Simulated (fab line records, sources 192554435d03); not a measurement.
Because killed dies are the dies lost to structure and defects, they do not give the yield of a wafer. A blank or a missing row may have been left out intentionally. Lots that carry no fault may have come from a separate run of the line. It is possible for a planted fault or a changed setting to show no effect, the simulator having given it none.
fab line records -- flow n5_finfet
record: lots: 5, wafers: 12, last_day: 16
route steps=1938 shown PMOS_HMC_CHANNEL_EPI@87 FIN_SAQP@90 BEOL_M4@1111
lots untouched by any fault: they come from a run of this same line in which no faults occurred
start_h: hours from the record's opening day to when the first of the lot's shown wafers began -- wait_h: hours elapsed since this lot's preceding step -- " the same as in the row above -- L1.1+2: a single row standing in for several wafers -- - either no value or no given start -- * or withheld: withheld -- < > ~ a bound
route shown NAME@n: NAME is a module with steps in the file, n the number in the route of the first one -- usual: mean and standard deviation over wafers with no fault -- same: alike in all rows -- chamber/n: place in a boat -- sites: each site's reading -- _std_site: standard deviation of those values -- _edge_site: the outer-site mean with the inner-site mean subtracted -- radius_mm: for every site, how far away it sits from the centre of the wafer -- mask NAME#n: copy n -- behind: the tool/chamber that last shaped the wafer -- hold: cause of the lot's hold/its duration in hours/its outcome -- device: the n, p or np transistor that did not switch -- end of line: the route-end tests of the same wafers -- a step without rows: its recipe alone -- killed: dies lost to structure and defects at the first sort, not the wafer's yield -- map: a wafer's dies, marking killed ones x, the rest . and places with no die _
set.NAME: setting as actually run; set.NAME@STEP: the setting as run at that earlier step -- model.NAME: the simulator's own value behind a step, which no gauge read
certain route steps with their lots: each step a table, each wafer a row
services: a tool's chamber out of use, with start hour (start_h, from the record's first day; less than 0 if before it), hours out, and reason
== steps ==
step: N5_PMOS_HMC_CHANNEL_EPI_EPI_26
recipe: material: Si, target_thk_a: 38, temp_c: 650, precursor: SiH4/H2, pressure_torr: 20, time_s: 22.7
step: N5_FIN_SAQP_PRECLEAN_42
recipe: chemistry: O3/DIW, time_s: 60, temp_c: 22, o3_ppm: 10
step: N5_FIN_SAQP_PRECLEAN_00
recipe: chemistry: SC1, time_s: 60, temp_c: 55, mix: 1:2:50
step: N5_FIN_SAQP_PRECLEAN_44
recipe: chemistry: SC2, time_s: 45, temp_c: 35, mix: 1:1:50
step: N5_FIN_SAQP_SRD_01
recipe: dry: ipa_marangoni, time_s: 30, temp_c: 23, rinse_liquid: diw
step: N5_FIN_SAQP_ALD_61
recipe: material: SiO2, target_thk_a: 40, temp_c: 300, ald_precursor_family: BDEAS, ald_co_reactant: O2-plasma, pulse_time_s: 1, purge_time_s: 2, co_reactant_purge_time_s: 2, ald_cycles: 43, pressure_torr: 2
step: N5_FIN_SAQP_DENSIFY_62
recipe: temp_c: 700, time_s: 60, ambient: N2, idle_temp_c: 600, ramp_up_c_per_s: 150, ramp_down_c_per_s: 60, cool_to_c: 600
step: N5_FIN_SAQP_HM_DEP_03
recipe: material: SiNx, target_thk_a: 380, temp_c: 400, precursor: SiH4/NH3/N2, pressure_torr: 1.5, rf_w: 300, time_s: 33.6
step: N5_FIN_SAQP_PECVD_47
recipe: material: a-Si, target_thk_a: 450, temp_c: 400, precursor: SiH4/He, pressure_torr: 3, rf_w: 100, time_s: 36.3
step: N5_FIN_SAQP_PECVD_48
recipe: material: SiNx, target_thk_a: 250, temp_c: 400, precursor: SiH4/NH3/N2, pressure_torr: 1.5, rf_w: 300, time_s: 22.1
usual: heater_power_w: 751/92, showerhead_plenum_p_Torr: 5.19/0.087, susceptor_temp_C: 400.01/0.19, throttle_valve_pct: 39.5/2.2
lot.wafer,tool,chamber,start_h,wait_h,heater_power_w,showerhead_plenum_p_Torr,susceptor_temp_C,throttle_valve_pct,model.SiNx_of_FIN_SAQP_PECVD_48.thk_nm
L295.3,pecvd-02,1,63.90,0.0,730,5.23,399.97,39.2,25.25
L295.4,pecvd-02,1,63.90,0.0,751,5.23,400.07,39.0,25.72
L295.6,pecvd-02,0,63.90,0.0,790,5.14,400.13,42.8,25.75
L301.3,pecvd-02,0,101.62,0.0,804,5.14,399.88,42.7,36.99
L301.4,pecvd-02,2,101.62,0.0,938,5.12,400.09,38.1,25.06
L304.5,pecvd-02,2,117.58,0.0,932,5.12,400.17,38.3,37.27
L304.6,pecvd-02,1,117.58,0.0,743,5.23,400.24,39.2,25.36
L305.5,pecvd-02,1,123.39,0.0,754,5.24,399.87,39.2,37.52
L305.6,pecvd-02,0,123.39,0.0,867,5.14,400.11,42.8,25.71
L308.1,pecvd-01,1,141.52,0.0,643,5.27,399.97,42.9,24.34
L308.2,pecvd-01,2,141.52,0.0,900,5.21,400.21,40.4,24.63
L308.3,pecvd-01,0,141.52,0.0,815,5.07,399.93,39.5,24.7
step: N5_FIN_SAQP_PECVD_06
recipe: material: a-Si, target_thk_a: 600, temp_c: 400, precursor: SiH4/He, pressure_torr: 3, rf_w: 100, time_s: 48.1
step: N5_FIN_SAQP_HM_DEP_72
recipe: material: SiO2, target_thk_a: 120, temp_c: 400, precursor: SiH4/N2O, pressure_torr: 0.75, rf_w: 275, time_s: 7.2
step: N5_FIN_SAQP_COAT_49
recipe: resist: SOC, temp_c: 250, time_s: 60, spin_rpm: 1500, resist_thk_nm: 100
step: N5_FIN_SAQP_COAT_50
recipe: resist: SiARC, temp_c: 220, time_s: 60, spin_rpm: 1500, resist_thk_nm: 35
step: N5_FIN_SAQP_COAT_10
recipe: resist: CAR-ArF, spin_rpm: 1500, resist_thk_nm: 90
step: N5_FIN_SAQP_EBR_12
recipe: solvent: PGMEA, ebr_width_mm: 1.5
step: N5_FIN_SAQP_SOFTBAKE_11
recipe: temp_c: 110, time_s: 60, resist: CAR-ArF
step: N5_FIN_SAQP_EXPOSE_13
recipe: mask_id: FIN_CORE, na: 1.35, source_shape: dipole, sigma_inner: 0.538, sigma_outer: 0.738, polarization: te, target_cd_nm: 35.6, dose_mj: 63.25
step: N5_FIN_SAQP_PEB_14
recipe: peb_temp_c: withheld, peb_time_s: 60, resist: CAR-ArF
step: N5_FIN_SAQP_DEVELOP_15
recipe: develop_time_s: 30, developer: TMAH, resist: CAR-ArF, dev_temp_c: 23, rinse_liquid: diw, dry: air_spin
step: N5_FIN_SAQP_DESCUM_21
recipe: chemistry: O2, time_s: 7.9, source_power_w: 50, bias_power_w: 20, pressure_mtorr: 20, rf_frequency_hz: 2.712e+07, temp_c: 40, resist: CAR-ArF, o2_flow_sccm: 225
step: N5_FIN_SAQP_ETCH_51
recipe: chemistry: CF4, target: SiARC, target_depth_a: 455, mask_material: CAR-ArF, time_s: 75.8, ion_energy_ev: 80, pressure_mtorr: 40, source_w: 545, bias_w: 36, Ar_flow_sccm: 100, cf4_flow_sccm: 100, ends: cleared
step: N5_FIN_SAQP_ETCH_52
recipe: chemistry: N2/H2, target: SOC, target_depth_a: 1000, overetch_a: 200, mask_material: SiARC, temp_c: 40, time_s: 150, ion_energy_ev: 200, pressure_mtorr: 30, source_w: 840, bias_w: 150, n2_flow_sccm: 200, h2_flow_sccm: 200, ends: end_point
step: N5_FIN_SAQP_STRIP_53
recipe: chemistry: N2/H2, temp_c: 40, n2_flow_sccm: 200, h2_flow_sccm: 200, rf_frequency_hz: 6e+07
step: N5_FIN_SAQP_HM_OPEN_73
recipe: chemistry: CHF3/O2, target: SiO2, stop_on: a-Si, target_depth_a: 120, over_etch_frac: 1.8, mask_material: SOC, time_s: 16.8, pressure_mtorr: 30, source_w: 650, bias_w: 170, Ar_flow_sccm: 200, CHF3_flow_sccm: 50, O2_flow_sccm: 5, ion_energy_ev: 200, ends: end_point
step: N5_FIN_SAQP_STRIP_74
recipe: chemistry: CHF3/O2, resist: SiARC, rf_frequency_hz: 6e+07
step: N5_FIN_SAQP_MANDREL_ETCH_22
recipe: target_depth_a: 600, chemistry: HBr/Cl2, target: a-Si, stop_on: SiNx, bt_time_s: 10, over_etch_frac: 0.5, time_s: 30, pressure_mtorr: 10, icp_w: 800, bias_w: 75, HBr_flow_sccm: 150, Cl2_flow_sccm: 80, ends: end_point
usual: bias_w: 75.04/0.24, drypump_motor_current_A: 6.0/0.42, oes_product_au: 0.772/0.015, throttle_valve_pct: 35.5/0.32
lot.wafer,tool,chamber,start_h,wait_h,bias_w,drypump_motor_current_A,oes_product_au,rf_hours_counter_h,throttle_valve_pct,model.SiNx_of_FIN_SAQP_PECVD_48.thk_nm
L295.3,rie_si-01,3,65.87,0.0,74.99,6.7,0.798,5,35.2,25
L295.4,rie_si-01,2,65.87,0.0,74.89,5.4,0.793,182,35.2,25.72
L295.6,rie_si-01,3,65.87,0.0,75.26,6.7,0.790,-,35.2,25.5
L301.3,rie_si-04,3,102.61,0.0,74.92,6.3,0.755,87,35.6,36.99
L301.4,rie_si-04,0,102.61,0.0,74.89,5.6,0.757,172,35.4,25.06
L304.5,rie_si-01,0,118.81,0.1,75.00,6.0,0.766,-,35.6,37.24
L304.6,rie_si-01,3,118.81,0.1,74.82,6.7,0.787,-,35.2,25.12
L305.5,rie_si-04,2,124.41,0.1,74.83,5.5,0.793,-,35.0,37.45
L305.6,rie_si-04,3,124.41,0.1,75.57,6.3,0.746,-,35.5,25.71
L308.1,rie_si-03,2,142.43,0.0,75.22,6.4,0.761,20,36.0,24.06
L308.2,rie_si-03,0,142.43,0.0,75.40,6.5,0.756,117,35.1,24.63
L308.3,rie_si-03,3,142.43,0.0,74.69,5.7,0.760,145,36.0,24.61
step: N5_FIN_SAQP_STRIP_55
recipe: chemistry: N2/H2, power_w: 500, temp_c: 40, pressure_mtorr: 50, rf_frequency_hz: 6e+07, overash_fraction: 0.3, bias_power_w: 28, h2_frac: 0.5, n2_flow_sccm: 300, h2_flow_sccm: 300
step: N5_FIN_SAQP_STRIP_23
recipe: chemistry: SPM, time_s: 750, temp_c: 130, h2so4_h2o2_vol_ratio: 4
step: N5_FIN_SAQP_SRD_66
recipe: dry: ipa_marangoni, time_s: 30, temp_c: 23, rinse_liquid: diw
step: N5_FIN_SAQP_RECESS_75
recipe: chemistry: HF/NH3, target: SiO2, target_depth_a: 144, afs_cycles: 3, temp_c: 30, sublimation_temp_c: 180, sublimation_time_s: 60
step: N5_FIN_SAQP_SPACER1_ALD_24
recipe: material: SiO2, target_thk_a: 203, temp_c: 300, ald_precursor_family: BDEAS, ald_co_reactant: O2-plasma, pulse_time_s: 1, purge_time_s: 2, co_reactant_purge_time_s: 2, ald_cycles: 218, pressure_torr: 2
step: N5_FIN_SAQP_SPACER1_ETCHBACK_25
recipe: chemistry: CHF3/O2, mode: anisotropic_etchback, target: SiO2, target_depth_a: 244, time_s: 12.2, pressure_mtorr: 30, source_w: 650, bias_w: 170, Ar_flow_sccm: 200, CHF3_flow_sccm: 50, O2_flow_sccm: 5, ion_energy_ev: 200
step: N5_FIN_SAQP_MANDREL1_REMOVE_56
recipe: chemistry: HBr/Cl2/O2, bt_time_s: 10, target: a-Si, stop_on: SiNx, endpoint: OES-SiCl, over_etch_frac: 1, icp_w: 600, bias_w: 22, HBr_flow_sccm: 150, Cl2_flow_sccm: 80, O2_flow_sccm: 5, pressure_mtorr: 10
step: N5_FIN_SAQP_ETCH_57
recipe: chemistry: CH3F/O2, target: SiNx, mask_material: SiO2, target_depth_a: 325, time_s: 46.4, pressure_mtorr: 30, source_w: 395, bias_w: 73, Ar_flow_sccm: 150, CH3F_flow_sccm: 30, O2_flow_sccm: 20, ion_energy_ev: 120, ends: cleared
usual: O2_flow_sccm: 20.01/0.061, bias_w: 72.98/0.22, drypump_motor_current_A: 5.5/0.36, etch_rf_on_time_s: 46.4/0.95, oes_product_au: 0.67/0.072, rf_vpp_V: 297/4.1, showerhead_plenum_p_Torr: 2.00/0.078, throttle_valve_pct: 16.30/0.2
lot.wafer,tool,chamber,start_h,wait_h,O2_flow_sccm,bias_w,drypump_motor_current_A,etch_rf_on_time_s,oes_product_au,rf_hours_counter_h,rf_vpp_V,showerhead_plenum_p_Torr,throttle_valve_pct,model.etch.depth_nm
L295.3,rie_diel-05,1,68.19,0.3,20.09,73.34,5.6,47.3,0.65,147,302,1.93,16.43,25
L295.4,rie_diel-05,3,68.19,0.3,20.00,72.87,5.7,48.8,0.59,231,296,1.89,16.57,25.72
L295.6,rie_diel-05,3,68.19,0.3,20.01,73.13,5.7,48.5,0.59,-,294,1.89,16.56,25.5
L301.3,rie_diel-04,1,106.24,0.1,20.09,72.65,5.3,68.7,0.62,193,295,2.08,16.57,36.99
L301.4,rie_diel-04,2,106.24,0.1,20.00,72.93,4.8,46.0,0.80,15,301,1.96,16.15,25.06
L304.5,rie_diel-02,1,120.59,0.1,20.01,72.74,5.0,69.1,0.78,-,292,2.06,16.04,37.24
L304.6,rie_diel-02,0,120.59,0.1,19.97,73.46,5.7,46.5,0.62,-,301,1.92,16.41,25.12
L305.5,rie_diel-02,0,126.52,0.1,20.03,72.97,5.7,70.0,0.62,-,300,1.92,16.40,37.45
L305.6,rie_diel-02,3,126.52,0.1,19.97,73.12,5.4,47.5,0.79,-,298,2.04,16.15,25.71
L308.1,rie_diel-02,3,144.29,0.0,20.09,72.70,5.4,44.0,0.79,25,295,2.04,16.17,24.06
L308.2,rie_diel-02,0,144.29,0.0,20.03,73.10,5.7,46.0,0.61,188,300,1.91,16.42,24.63
L308.3,rie_diel-02,1,144.29,0.0,20.01,73.36,5.0,45.9,0.75,21,294,2.05,16.05,24.61
step: N5_BEOL_M4_RC_MEAS_101
usual: DIBL_N: 36.9/1.7, DIBL_P: 36.7/2.1, IOFF_N: 0.17/0.032, IOFF_P: 0.22/0.036, ION_N: 674/12, ION_P: 461/7, SS_N: 71.7/0.6, SS_P: 73.4/0.67, VT_N: 249/3.1, VT_P: -250/3.2
lot.wafer,tool,chamber,start_h,wait_h,DIBL_N[mV/V],DIBL_P[mV/V],IOFF_N[nA/um],IOFF_P[nA/um],ION_N[uA/um],ION_P[uA/um],SS_N[mV/dec],SS_P[mV/dec],VT_N[mV],VT_P[mV]
L295.3,prober-01,0,200.47,0.3,38.4,37.9,0.20,0.25,674,461,71.8,73.3,247,-246
L295.4,prober-01,0,200.47,0.3,38.3,38.1,0.18,0.25,676,465,71.8,73.6,248,-248
L295.6,prober-01,0,200.47,0.3,37.9,37.5,0.17,0.23,676,467,71.5,73.8,250,-248
L301.3,prober-02,0,249.97,0.3,36.7,36.2,0.15,0.17,676,454,71.7,72.7,249,-254
L301.4,prober-02,0,249.97,0.3,37.2,37.6,0.16,0.19,674,452,72.1,74.0,248,-253
L304.5,prober-01,0,253.47,0.6,35.6,34.2,0.12,0.15,653,443,71.8,72.2,254,-257
L304.6,prober-01,0,253.47,0.6,38.3,38.6,0.18,0.21,685,460,72.3,73.8,248,-252
L305.5,prober-02,0,271.55,0.6,36.7,36.5,0.16,0.22,675,468,71.8,73.4,249,-251
L305.6,prober-02,0,271.55,0.6,36.5,36.3,0.16,0.21,666,462,71.2,73.2,251,-251
L308.1,prober-01,0,288.99,0.0,38.3,39.8,0.19,0.26,674,471,72.0,74.2,247,-246
L308.2,prober-01,0,288.99,0.0,36.0,36.7,0.15,0.20,672,459,71.0,73.8,252,-249
L308.3,prober-01,0,288.99,0.0,37.9,38.9,0.20,0.24,683,460,72.2,73.7,248,-250
== services ==
tool,chamber,start_h,hours,kind
rie_diel-04,2,49.28,-,clean
rie_diel-04,2,49.28,-,consumable_replace:focus_ring
rie_diel-04,2,49.28,15.3,scheduled_down
rie_diel-04,2,49.28,15.3,vent_cycle
rie_diel-02,1,54.22,-,clean
rie_diel-02,1,54.22,-,consumable_replace:focus_ring
rie_diel-02,1,54.22,14.8,scheduled_down
rie_diel-02,1,54.22,14.8,vent_cycle
rie_diel-02,-,63.38,14.6,pm
rie_si-01,-,74.99,0.5,repair
rie_si-01,-,90.86,0.3,repair
rie_diel-04,-,99.96,4.3,pm
rie_diel-02,-,110.97,2.8,pm
rie_diel-05,0,113.45,3.9,repair
rie_diel-05,-,116.55,0.5,repair
rie_diel-05,3,117.37,-,clean
rie_diel-05,3,117.37,-,consumable_replace:focus_ring
rie_diel-05,3,117.37,-,consumable_replace:showerhead
rie_diel-05,3,117.37,14.9,scheduled_down
rie_diel-05,3,117.37,14.9,vent_cycle
== key ==
first_sign: step: N5_FIN_SAQP_ETCH_57, reading: etch_rf_on_time_s, direction: up, sigmas: 24, usual: *, struck: *
effect none on later readings
model_effect: step: N5_FIN_SAQP_PECVD_48, value: SiNx_of_FIN_SAQP_PECVD_48.thk_nm, without: 25.3, struck: 37.26
model_effect: step: N5_FIN_SAQP_MANDREL_ETCH_22, value: SiNx_of_FIN_SAQP_PECVD_48.thk_nm, without: 25.32, struck: 37.35
model_effect: step: N5_FIN_SAQP_ETCH_57, value: etch.depth_nm, without: 25.26, struck: 37.23
met_at N5_FIN_SAQP_PECVD_48
struck_wafers L301.3,L304.5,L305.5
onset_between 63.90 101.62
fault: kind: process_parameter_drift, tool: pecvd-02, chamber: -, onset_h: 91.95, steps: N5_FIN_SAQP_PECVD_48, channel: time_s, offset: *, shape: step, end_h: 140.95, scope: struck_wafers_only, acts_in: *, stated: *
